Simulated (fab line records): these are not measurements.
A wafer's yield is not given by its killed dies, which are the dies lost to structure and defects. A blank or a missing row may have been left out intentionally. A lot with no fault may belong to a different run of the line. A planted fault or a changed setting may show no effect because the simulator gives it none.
fab line records | flow n5-finfet
record: lots: 7 wafers: 39
route steps=1938 shown WELL_APT@26 SD_EPI_N@269 SD_EPI_P@306 BEOL_M0_SAQP@632 BEOL_M0@740 BEOL_M3@993 BEOL_M6@1236 BEOL_M8@1344 BEOL_M10@1533 BEOL_M13@1705 PASS1_CAP@1873 PASSIVATION@1929
start-h: the number of hours between the record's first day and the start of the first shown wafer of the lot | wait-h: how many hours have passed since the lot's step before this one | " unchanged from the row above | L1.1+2: a single row standing in for several wafers | - no value present, or no start provided | * or withheld: withheld | < > ~ a bound
route shown NAME@n: a module of which the file shows steps, and the number in the route of the first | usual: the fault-free wafers' mean and standard deviation | same: alike in all rows | chamber/n: place in a boat | sites: readings site by site | _std_site: how widely they spread, as a standard deviation | _edge_site: inner sites' mean taken away from outer sites' mean | radius-mm: for every site, how far away it sits from the centre of the wafer | mask NAME#n: copy n | behind: the tool/chamber that last shaped the wafer | hold: the reason the lot was held/the length of the hold in hours/how it ended | device: names the non-switching transistor (n, p or np) | end of line: at the end of the route, the tests of the same wafers | a step without rows: its recipe alone | killed: the dies lost at the first sort to structure and to defects; this is not the yield of the wafer | map: a wafer's dies, marking killed ones x, the rest . and places with no die _
set.NAME: setting as actually run; set.NAME@STEP: the setting as run at that earlier step | model.NAME: the simulator's own value behind a step, which no gauge read
lots run with intentionally changed settings; tables by step, rows by wafer
== steps ==
step: N5_WELL_APT_DEVELOP_07
recipe: develop-time-s: 45 rinse-liquid: surfactant-rinse dry: air-spin dev-temp-c: 21
step: N5_SD_EPI_N_DEVELOP_08
recipe: develop-time-s: 30 developer: TMAH resist: CAR-ArF-block dev-temp-c: 23 rinse-liquid: diw dry: air-spin
step: N5_SD_EPI_P_DESCUM_14
recipe: chemistry: O2 time-s: 7.9 source-power-w: 50 bias-power-w: 20 pressure-mtorr: 20 rf-frequency-hz: 2.712e+07 temp-c: 40 resist: CAR-ArF-block o2-flow-sccm: 225
step: N5_BEOL_M0_SAQP_PECVD_00
recipe: material: SiCN target-thk-a: 80 temp-c: withheld precursor: 3MS/NH3 pressure-torr: 3 rf-w: 202 time-s: 14
step: N5_BEOL_M0_SPUTTER_141
recipe: material: Cu target-thk-a: 40 temp-c: -20 chamber-pressure-pa: 0.07 power-w: withheld time-s: 7.37
step: N5_BEOL_M3_CVD_47
recipe: material: Co target-thk-a: 30 temp-c: withheld precursor: CCTBA/H2 pressure-torr: 30 time-s: 223.8
step: N5_BEOL_M6_VIA_ETCH_34
recipe: chemistry: C4F6/O2 target: SiCOH_lowk target-depth-a: 1263 mask-material: SOC taper-deg: 4 time-s: 50.9 ion-energy-ev: 250 pressure-mtorr: 30 source-w: 345 bias-w: 185 Ar_flow_sccm: 300 C4F6_flow_sccm: 10 O2_flow_sccm: 10
step: N5_BEOL_M8_DEVELOP_10
recipe: develop-time-s: 30 developer: TMAH resist: CAR-ArF rinse-liquid: diw dry: air-spin dev-temp-c: 23
step: N5_BEOL_M10_DEP_56
recipe: material: SiCN target-thk-a: 150 temp-c: withheld precursor: 3MS/NH3 pressure-torr: 3 rf-w: 202 time-s: 26.5
step: N5_BEOL_M13_SPUTTER_43
recipe: material: TaN target-thk-a: 150 temp-c: 50 bias-v: 168.6 power-w: 15000 chamber-pressure-pa: 0.12 time-s: 24.19
step: N5_PASSIVATION_PECVD_55
recipe: material: SiO2 target-thk-a: 4000 temp-c: 400 precursor: SiH4/N2O pressure-torr: 2.7 rf-w: 608 time-s: 22.5
step: N5_PASSIVATION_PASS_ETCH_47
recipe: chemistry: CF4/O2 target: SiNx target-depth-a: 7700 time-s: 385 ion-energy-ev: 100 pressure-mtorr: 40 source-w: 535 bias-w: 49 Ar_flow_sccm: 100 cf4-flow-sccm: 100 O2_flow_sccm: 10
step: N5_PASSIVATION_PROBE_49
usual: defect-limited-yield: 91.2/1.6 killed_at_M0_to_M3: 33/11 killed-dies: 104/19 killed-on-rim: 13/4.2 sort_bin_5_function: 5.2/1.1
columns lot.wafer tool chamber start-h wait-h set.develop-time-s@WELL_APT_DEVELOP_07 set.develop-time-s@SD_EPI_N_DEVELOP_08 set.time-s@SD_EPI_P_DESCUM_14 set.time-s@BEOL_M0_SAQP_PECVD_00 set.time-s@BEOL_M0_SPUTTER_141 set.target-thk-a@BEOL_M3_CVD_47 set.time-s@BEOL_M6_VIA_ETCH_34 set.develop-time-s@BEOL_M8_DEVELOP_10 set.target-thk-a@BEOL_M10_DEP_56 set.time-s@BEOL_M13_SPUTTER_43 set.time-s@PASSIVATION_PECVD_55 set.time-s@PASSIVATION_PASS_ETCH_47 defect-limited-yield[%] killed_at_M0_to_M3 killed-dies killed-on-rim sort_bin_5_function[%]
L075.1 prober-01 - 342.03 0.0 34.77 30 7.9 14 7.37 37.41 50.9 30 150 16.73 30.81 560.3 92.9 32 84 11 3.8
L075.2 prober-01 - 342.08 0.1 45 36.9 7.9 14 7.37 37.41 50.9 30 215.6 24.19 22.5 560.3 82.2 21 210 19 3.1
L075.3 prober-01 - 342.13 0.1 34.77 36.9 7.9 14 4.978 30 69.28 30 215.6 24.19 30.81 385 93.9 31 72 13 3.4
L075.4 prober-01 - 342.18 0.2 45 30 7.9 14 4.978 30 50.9 30 150 16.73 22.5 385 79.6 49 241 23 4.6
L075.5 prober-01 - 342.23 0.2 34.77 36.9 7.9 14 7.37 30 69.28 30 215.6 16.73 22.5 385 93.6 35 75 6 4.1
L075.6 prober-01 - 342.28 0.3 45 30 7.9 14 4.978 37.41 69.28 30 150 24.19 30.81 560.3 79.2 51 246 34 4.3
L079.1 prober-02 - 370.61 0.0 45 30 5.16 14 7.37 43.93 68.18 30 150 30.7 22.5 385 87.2 50 151 13 6.1
L079.2 prober-02 - 370.66 0.1 45 43.42 5.16 14 9.181 30 50.9 30 150 30.7 34.51 533.5 81.9 28 214 60 6.2
L079.3 prober-02 - 370.71 0.1 71.06 30 7.9 14 9.181 30 68.18 30 90.38 30.7 34.51 533.5 91.0 25 106 13 4.3
L079.4 prober-02 - 370.76 0.2 45 43.42 7.9 14 9.181 43.93 50.9 30 150 24.19 22.5 533.5 87.7 30 145 17 5.7
L079.5 prober-02 - 370.81 0.2 71.06 43.42 5.16 14 7.37 30 50.9 30 90.38 24.19 34.51 385 89.2 18 128 12 5.7
L079.6 prober-02 - 370.86 0.3 71.06 30 7.9 14 7.37 43.93 68.18 30 90.38 24.19 22.5 385 88.0 43 142 17 6.9
L083.1 prober-01 - 411.07 0.0 45 47.6 3.966 14 7.37 15.7 50.9 30 150 35.6 22.5 385 90.5 26 112 8 5.9
L083.2 prober-01 - 411.12 0.1 45 30 3.966 8.342 7.37 15.7 50.9 47.82 88.62 35.6 22.5 385 91.4 30 101 14 5.0
L083.3 prober-01 - 411.17 0.1 45 30 7.9 8.342 7.37 30 50.9 30 150 35.6 22.5 385 90.7 40 110 11 5.9
L083.4 prober-01 - 411.22 0.2 45 30 3.966 14 7.37 30 50.9 30 88.62 24.19 22.5 385 90.2 33 116 17 5.5
L083.5 prober-01 - 411.27 0.2 45 47.6 7.9 14 7.37 15.7 50.9 47.82 88.62 24.19 22.5 385 88.6 40 134 11 6.8
L083.6 prober-01 - 411.32 0.3 45 47.6 7.9 8.342 7.37 30 50.9 47.82 150 24.19 22.5 385 88.8 50 132 21 6.5
L087.1 prober-01 - 416.18 0.0 45 42.56 3.288 14 7.37 30 50.9 30 207.5 24.19 9.891 385 83.4 32 196 25 7.4
L087.2 prober-01 - 416.23 0.1 19.51 42.56 3.288 14 9.148 12.58 50.9 45 207.5 24.19 22.5 385 90.2 43 116 13 5.2
L087.3 prober-01 - 416.28 0.1 19.51 30 3.288 14 7.37 12.58 21.98 30 207.5 24.19 9.891 385 0 48 1180 152 94.8
L087.4 prober-01 - 416.33 0.2 19.51 42.56 7.9 14 9.148 30 21.98 45 150 24.19 22.5 385 0 25 1180 152 96.0
L087.5 prober-01 - 416.38 0.2 45 30 7.9 14 9.148 30 50.9 30 150 24.19 22.5 385 86.7 48 157 23 6.2
L087.6 prober-01 - 416.43 0.3 45 30 7.9 14 7.37 12.58 21.98 45 150 24.19 9.891 385 0 41 1180 152 96.4
L090.1 prober-01 - 444.24 0.0 45 30 7.9 14 7.37 30 50.9 30 150 24.19 22.5 385 92.0 23 94 16 4.4
L090.2 prober-01 - 444.29 0.1 45 30 7.9 14 7.37 30 50.9 30 150 24.19 22.5 385 94.3 17 67 9 3.4
L090.4 prober-01 - 444.39 0.2 45 30 7.9 14 7.37 30 50.9 30 150 24.19 22.5 385 93.8 17 73 7 3.7
L092.1 prober-02 - 474.56 0.0 45 30 7.9 14 7.37 30 23.78 30 150 24.19 22.5 575 0 37 1180 152 96.5
L092.2 prober-02 - 474.61 0.1 45 19.17 7.9 20.91 7.37 30 50.9 30 150 38.6 31.79 385 0 1095 1180 152 95.8
L092.3 prober-02 - 474.66 0.1 45 19.17 7.9 14 7.37 30 23.78 46.74 150 38.6 31.79 575 0 29 1180 152 97.6
L092.4 prober-02 - 474.71 0.2 45 30 7.9 14 7.37 30 50.9 46.74 150 24.19 22.5 575 92.6 30 87 7 4.2
L092.5 prober-02 - 474.76 0.2 45 30 7.9 20.91 7.37 30 23.78 46.74 150 38.6 22.5 385 0 1095 1180 152 95.6
L092.6 prober-02 - 474.81 0.3 45 19.17 7.9 20.91 7.37 30 50.9 30 150 24.19 31.79 385 0 1114 1180 152 96.4
L096.1 prober-01 - 484.63 0.0 45 30 5.046 14 7.37 30 30.51 12.13 71.63 24.19 22.5 385 0 30 1180 152 97.4
L096.2 prober-01 - 484.68 0.1 45 30 7.9 18.73 4.162 30 30.51 30 150 17.55 22.5 385 0 486 1180 152 96.2
L096.3 prober-01 - 484.73 0.1 19.83 38.79 5.046 14 4.162 20.23 50.9 30 150 17.55 18.67 385 83.5 56 195 26 5.5
L096.4 prober-01 - 484.78 0.2 45 38.79 5.046 18.73 4.162 20.23 50.9 12.13 71.63 17.55 22.5 385 61.1 390 459 13 35.0
L096.5 prober-01 - 484.83 0.2 19.83 30 7.9 18.73 7.37 20.23 30.51 12.13 150 24.19 18.67 385 0 967 1180 152 95.7
L096.6 prober-01 - 484.88 0.3 19.83 38.79 7.9 14 7.37 30 50.9 30 71.63 24.19 18.67 385 91.9 35 95 17 4.0
killed by level:class
L075.1 BEOL_M0_SAQP:geometric-particle:open=9 BEOL_M1:geometric-particle:open=7 FIN_SAQP:geometric-particle:short=6 BEOL_M4:geometric-particle:open=6 FIN_SAQP:geometric-particle:open=5 MOL_CONTACT_COAG:geometric-particle:open=5 PAD_METAL:geometric-particle:open=5 BEOL_M2:geometric-particle:open=4
L075.2 M5:area-ald=139 MOL_CONTACT_COAG:geometric-particle:open=10 BEOL_M0_SAQP:geometric-particle:short=8 GATE_CUT:geometric-particle:short=5 BEOL_M4:geometric-particle:open=5 BEOL_M1:geometric-particle:short=4 BEOL_M2:geometric-particle:open=4 STI_FIN_REVEAL:geometric-particle:open=3
L075.3 STI_FIN_REVEAL:geometric-particle:open=10 BEOL_M2:geometric-particle:open=8 BEOL_M0_SAQP:geometric-particle:short=7 BEOL_M1:geometric-particle:open=7 MOL_CONTACT_COAG:geometric-particle:open=6 BEOL_M4:geometric-particle:open=4 BEOL_M3:geometric-particle:open=3 DUMMY_GATE:geometric-particle:open=3
L075.4 M5:area-ald=140 BEOL_M1:geometric-particle:open=11 FIN_SAQP:geometric-particle:open=10 BEOL_M0_SAQP:geometric-particle:short=10 BEOL_M0_SAQP:geometric-particle:open=8 FIN_SAQP:geometric-particle:short=7 BEOL_M1:geometric-particle:short=6 STARTING-WAFER:geometric-particle:open=5
L075.5 BEOL_M0_SAQP:geometric-particle:open=9 BEOL_M2:geometric-particle:open=8 FIN_SAQP:geometric-particle:open=6 BEOL_M3:geometric-particle:open=6 MOL_CONTACT_COAG:geometric-particle:open=5 BEOL_M0_SAQP:geometric-particle:short=5 BEOL_M4:geometric-particle:open=4 GATE_CUT:geometric-particle:open=4
L075.6 M5:area-ald=152 BEOL_M2:geometric-particle:open=15 BEOL_M0_SAQP:geometric-particle:open=10 BEOL_M0_SAQP:geometric-particle:short=8 FIN_SAQP:geometric-particle:open=7 BEOL_M1:geometric-particle:open=5 STI_FIN_REVEAL:geometric-particle:short=4 MOL_CONTACT_COAG:geometric-particle:open=4
L079.1 BEOL_M3:area-ecd=25 STI_FIN_REVEAL:geometric-particle:open=17 FIN_SAQP:geometric-particle:open=9 MOL_CONTACT_COAG:geometric-particle:open=9 BEOL_M4:geometric-particle:open=8 FIN_SAQP:geometric-particle:short=7 ILD0:geometric-particle:short=6 BEOL_M0_SAQP:geometric-particle:open=6
L079.2 HKMG_FIN:area-ald=99 STI_FIN_REVEAL:geometric-particle:open=21 MOL_CONTACT_COAG:geometric-particle:open=12 BEOL_M3:geometric-particle:open=9 STI_FIN_REVEAL:geometric-particle:short=8 BEOL_M4:geometric-particle:open=6 ILD0:geometric-particle:short=6 BEOL_M0:geometric-particle:open=6
L079.3 FIN_SAQP:geometric-particle:open=10 BEOL_M0_SAQP:geometric-particle:short=10 M5:area-ald=10 STI_FIN_REVEAL:geometric-particle:open=9 MOL_CONTACT_COAG:geometric-particle:open=7 BEOL_M4:geometric-particle:open=7 FIN_SAQP:geometric-particle:short=5 FIN_CUT:geometric-particle:short=4
L079.4 STI_FIN_REVEAL:geometric-particle:open=17 M5:area-ald=15 FIN_SAQP:geometric-particle:open=13 BEOL_M4:geometric-particle:open=11 HKMG_FIN:area-ald=11 MOL_CONTACT_COAG:geometric-particle:open=10 BEOL_M3:geometric-particle:open=8 GATE_CUT:geometric-particle:short=6
L079.5 M5:area-ald=23 STI_FIN_REVEAL:geometric-particle:open=20 MOL_CONTACT_COAG:geometric-particle:open=10 BEOL_M0_SAQP:geometric-particle:open=7 BEOL_M4:geometric-particle:open=7 DUMMY_GATE:geometric-particle:open=6 ILD0:geometric-particle:short=5 GATE_CUT:geometric-particle:open=5
L079.6 FIN_SAQP:geometric-particle:open=21 STI_FIN_REVEAL:geometric-particle:open=19 BEOL_M2:geometric-particle:open=11 BEOL_M4:geometric-particle:open=9 BEOL_M3:area-ecd=9 MOL_CONTACT_COAG:geometric-particle:open=7 BEOL_M3:geometric-particle:open=7 BEOL_M1:geometric-particle:short=5
L083.1 STI_FIN_REVEAL:geometric-particle:open=12 MOL_CONTACT_COAG:geometric-particle:open=12 BEOL_M2:geometric-particle:open=12 FIN_SAQP:geometric-particle:open=7 BEOL_M3:geometric-particle:open=7 FIN_SAQP:geometric-particle:short=6 DUMMY_GATE:geometric-particle:open=6 BEOL_M4:geometric-particle:open=6
L083.2 BEOL_M2:geometric-particle:open=15 STI_FIN_REVEAL:geometric-particle:open=13 MOL_CONTACT_COAG:geometric-particle:open=10 DUMMY_GATE:geometric-particle:open=7 BEOL_M2:geometric-particle:short=6 STI_FIN_REVEAL:geometric-particle:short=5 BEOL_M4:geometric-particle:open=5 FIN_SAQP:geometric-particle:short=4
L083.3 MOL_CONTACT_COAG:geometric-particle:open=17 BEOL_M2:geometric-particle:open=8 BEOL_M3:geometric-particle:open=7 HKMG_FIN:area-etch=7 BEOL_M1:geometric-particle:open=6 DUMMY_GATE:geometric-particle:open=5 BEOL_M0_SAQP:geometric-particle:open=5 BEOL_M4:geometric-particle:short=5
L083.4 MOL_CONTACT_COAG:geometric-particle:open=15 FIN_SAQP:geometric-particle:open=12 FIN_SAQP:geometric-particle:short=8 ILD0:geometric-particle:short=8 BEOL_M0_SAQP:geometric-particle:short=8 BEOL_M2:geometric-particle:open=8 BEOL_M0_SAQP:geometric-particle:open=7 MOL_CONTACT_COAG:geometric-particle:short=6
L083.5 STI_FIN_REVEAL:geometric-particle:open=21 BEOL_M2:geometric-particle:open=17 MOL_CONTACT_COAG:geometric-particle:open=13 FIN_SAQP:geometric-particle:short=11 BEOL_M4:geometric-particle:open=10 BEOL_M0_SAQP:geometric-particle:short=9 BEOL_M0_SAQP:geometric-particle:open=6 GATE_CUT:geometric-particle:open=5
L083.6 BEOL_M2:geometric-particle:open=24 STI_FIN_REVEAL:geometric-particle:open=20 MOL_CONTACT_COAG:geometric-particle:open=18 BEOL_M0_SAQP:geometric-particle:open=12 FIN_SAQP:geometric-particle:short=11 BEOL_M0_SAQP:geometric-particle:short=5 FIN_SAQP:geometric-particle:open=4 GATE_CUT:geometric-particle:open=4
L087.1 M5:area-ald=47 MOL_CONTACT_COAG:geometric-particle:open=22 FIN_SAQP:geometric-particle:short=17 FIN_SAQP:geometric-particle:open=10 GATE_CUT:geometric-particle:short=10 BEOL_M0_SAQP:geometric-particle:short=9 GATE_CUT:geometric-particle:open=8 BEOL_M3:geometric-particle:open=8
L087.2 MOL_CONTACT_COAG:geometric-particle:open=17 BEOL_M0_SAQP:geometric-particle:short=17 BEOL_M0_SAQP:geometric-particle:open=14 FIN_SAQP:geometric-particle:short=7 DUMMY_GATE:geometric-particle:open=6 MOL_CONTACT_COAG:geometric-particle:short=6 MIM_TOP_ETCH:geometric-particle:open=5 GATE_CUT:geometric-particle:short=4
L087.3 BEOL_M6:area-etch=1035 FIN_SAQP:geometric-particle:open=15 MOL_CONTACT_COAG:geometric-particle:open=15 FIN_SAQP:geometric-particle:short=14 BEOL_M0_SAQP:geometric-particle:short=13 BEOL_M2:geometric-particle:open=10 BEOL_M3:geometric-particle:open=9 BEOL_M0_SAQP:geometric-particle:open=8
L087.4 BEOL_M6:area-etch=1078 FIN_SAQP:geometric-particle:open=11 FIN_SAQP:geometric-particle:short=11 BEOL_M0_SAQP:geometric-particle:open=11 BEOL_M4:geometric-particle:open=10 BEOL_M0_SAQP:geometric-particle:short=7 GATE_CUT:geometric-particle:short=6 STI_FIN_REVEAL:geometric-particle:open=4
L087.5 M5:area-ald=35 MOL_CONTACT_COAG:geometric-particle:open=18 BEOL_M0_SAQP:geometric-particle:open=13 BEOL_M3:geometric-particle:open=12 FIN_SAQP:geometric-particle:short=10 BEOL_M0_SAQP:geometric-particle:short=9 DUMMY_GATE:geometric-particle:open=8 FIN_SAQP:geometric-particle:open=6
L087.6 BEOL_M6:area-etch=1077 MOL_CONTACT_COAG:geometric-particle:open=12 BEOL_M3:geometric-particle:open=12 FIN_SAQP:geometric-particle:open=11 BEOL_M2:geometric-particle:open=11 FIN_SAQP:geometric-particle:short=8 BEOL_M0_SAQP:geometric-particle:open=8 BEOL_M5:geometric-particle:open=7
L090.1 STI_FIN_REVEAL:geometric-particle:open=7 MOL_CONTACT_COAG:geometric-particle:open=7 BEOL_M4:geometric-particle:open=7 FIN_SAQP:geometric-particle:open=6 BEOL_M0_SAQP:geometric-particle:open=6 FIN_SAQP:geometric-particle:short=5 GATE_CUT:geometric-particle:short=5 BEOL_M3:geometric-particle:open=5
L090.2 STI_FIN_REVEAL:geometric-particle:open=10 MOL_CONTACT_COAG:geometric-particle:open=7 BEOL_M4:geometric-particle:open=6 BEOL_M1:geometric-particle:open=5 FIN_SAQP:geometric-particle:open=4 BEOL_M2:geometric-particle:open=4 BEOL_M3:geometric-particle:open=4 STARTING-WAFER:geometric-particle:open=3
L090.4 STI_FIN_REVEAL:geometric-particle:open=12 MOL_CONTACT_COAG:geometric-particle:open=11 BEOL_M3:geometric-particle:open=4 BEOL_M3:geometric-particle:short=4 FIN_SAQP:geometric-particle:short=3 BEOL_M5:geometric-particle:open=3 BEOL_M1:geometric-particle:open=3 BEOL_M4:geometric-particle:open=3
L092.1 BEOL_M6:area-etch=1061 FIN_SAQP:geometric-particle:open=13 FIN_SAQP:geometric-particle:short=10 BEOL_M0_SAQP:geometric-particle:open=9 BEOL_M2:geometric-particle:open=9 STI_FIN_REVEAL:geometric-particle:open=8 BEOL_M4:geometric-particle:open=8 DUMMY_GATE:geometric-particle:open=7
L092.2 BEOL_M0:area-etch=1048 BEOL_M0_SAQP:geometric-particle:short=14 STI_FIN_REVEAL:geometric-particle:open=11 BEOL_M4:geometric-particle:open=11 BEOL_M0_SAQP:geometric-particle:open=9 BEOL_M2:geometric-particle:open=8 MOL_CONTACT_COAG:geometric-particle:open=7 FIN_SAQP:geometric-particle:open=6
L092.3 BEOL_M6:area-etch=1091 FIN_SAQP:geometric-particle:short=13 FIN_SAQP:geometric-particle:open=7 STI_FIN_REVEAL:geometric-particle:open=6 MOL_CONTACT_COAG:geometric-particle:open=6 BEOL_M0_SAQP:geometric-particle:short=6 BEOL_M0_SAQP:geometric-particle:open=6 BEOL_M1:geometric-particle:open=5
L092.4 STI_FIN_REVEAL:geometric-particle:open=10 MOL_CONTACT_COAG:geometric-particle:open=7 BEOL_M2:geometric-particle:open=7 BEOL_M3:geometric-particle:open=7 FIN_SAQP:geometric-particle:short=6 BEOL_M0_SAQP:geometric-particle:open=5 BEOL_M1:geometric-particle:open=5 FIN_SAQP:geometric-particle:open=3
L092.5 BEOL_M0:area-etch=1060 FIN_SAQP:geometric-particle:open=22 BEOL_M0_SAQP:geometric-particle:short=8 BEOL_M0_SAQP:geometric-particle:open=7 STARTING-WAFER:geometric-particle:short=7 FIN_SAQP:geometric-particle:short=6 BEOL_M3:geometric-particle:open=6 STI_FIN_REVEAL:geometric-particle:open=5
L092.6 BEOL_M0:area-etch=1068 BEOL_M0_SAQP:geometric-particle:open=11 DUMMY_GATE:geometric-particle:open=10 FIN_SAQP:geometric-particle:short=9 BEOL_M0_SAQP:geometric-particle:short=9 FIN_SAQP:geometric-particle:open=7 BEOL_M1:geometric-particle:open=7 STI_FIN_REVEAL:geometric-particle:open=6
L096.1 BEOL_M6:area-etch=1092 STI_FIN_REVEAL:geometric-particle:open=8 FIN_SAQP:geometric-particle:open=7 FIN_SAQP:geometric-particle:short=7 BEOL_M0_SAQP:geometric-particle:short=5 BEOL_M2:geometric-particle:open=5 BEOL_M1:geometric-particle:open=4 SPACER0:geometric-particle:open=4
L096.2 BEOL_M6:area-etch=637 BEOL_M0:area-etch=437 BEOL_M0_SAQP:geometric-particle:open=10 BEOL_M1:geometric-particle:open=10 BEOL_M2:geometric-particle:open=8 BEOL_M5:geometric-particle:open=7 BEOL_M0_SAQP:geometric-particle:short=6 FIN_SAQP:geometric-particle:short=5
L096.3 M5:area-ald=78 FIN_SAQP:geometric-particle:open=14 FIN_SAQP:geometric-particle:short=10 BEOL_M0_SAQP:geometric-particle:open=10 BEOL_M3:geometric-particle:open=9 BEOL_M0_SAQP:geometric-particle:short=9 MOL_CONTACT_COAG:geometric-particle:open=7 BEOL_M1:geometric-particle:open=7
L096.4 BEOL_M0:area-etch=351 FIN_SAQP:geometric-particle:open=13 BEOL_M4:geometric-particle:open=10 STI_FIN_REVEAL:geometric-particle:open=9 MOL_CONTACT_COAG:geometric-particle:open=9 FIN_SAQP:geometric-particle:short=8 BEOL_M3:geometric-particle:open=7 BEOL_M0:interface-void-opened=6
L096.5 BEOL_M0:area-etch=918 BEOL_M6:area-etch=136 FIN_SAQP:geometric-particle:open=15 BEOL_M2:geometric-particle:open=13 BEOL_M1:geometric-particle:open=11 BEOL_M0:geometric-particle:open=9 MOL_CONTACT_COAG:geometric-particle:open=9 STI_FIN_REVEAL:geometric-particle:open=8
L096.6 BEOL_M2:geometric-particle:open=14 MOL_CONTACT_COAG:geometric-particle:open=8 STI_FIN_REVEAL:geometric-particle:open=6 SPACER0:geometric-particle:open=5 BEOL_M0_SAQP:geometric-particle:short=5 BEOL_M1:geometric-particle:open=5 BEOL_M4:geometric-particle:open=5 FIN_SAQP:geometric-particle:short=4
== key ==
split: step: N5_WELL_APT_DEVELOP_07 setting: develop-time-s stated-as: 45
response none clear
split: step: N5_SD_EPI_N_DEVELOP_08 setting: develop-time-s stated-as: 30
response none clear
split: step: N5_SD_EPI_P_DESCUM_14 setting: time-s stated-as: 7.9
response none clear
split: step: N5_BEOL_M0_SAQP_PECVD_00 setting: time-s stated-as: 14
response: step: N5_PASSIVATION_PROBE_49 reading: killed_at_M0_to_M3 slope: +11.8 per: 1% together-with: all explained: 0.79
split: step: N5_BEOL_M0_SPUTTER_141 setting: time-s stated-as: 7.37
response none clear
split: step: N5_BEOL_M3_CVD_47 setting: target-thk-a stated-as: 30
response none clear
split: step: N5_BEOL_M6_VIA_ETCH_34 setting: time-s stated-as: 50.9
response: step: N5_PASSIVATION_PROBE_49 reading: killed-dies slope: -12.7 per: 1% together-with: all explained: 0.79
response: step: N5_PASSIVATION_PROBE_49 reading: defect-limited-yield slope: +1.07 per: 1% together-with: all explained: 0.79
response: step: N5_PASSIVATION_PROBE_49 reading: sort_bin_5_function slope: -1.09 per: 1% together-with: all explained: 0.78
response: step: N5_PASSIVATION_PROBE_49 reading: killed-on-rim slope: -1.71 per: 1% together-with: all explained: 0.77
split: step: N5_BEOL_M8_DEVELOP_10 setting: develop-time-s stated-as: 30
response none clear
split: step: N5_BEOL_M10_DEP_56 setting: target-thk-a stated-as: 150
response none clear
split: step: N5_BEOL_M13_SPUTTER_43 setting: time-s stated-as: 24.19
response none clear
split: step: N5_PASSIVATION_PECVD_55 setting: time-s stated-as: 22.5
response none clear
split: step: N5_PASSIVATION_PASS_ETCH_47 setting: time-s stated-as: 385
response none clear
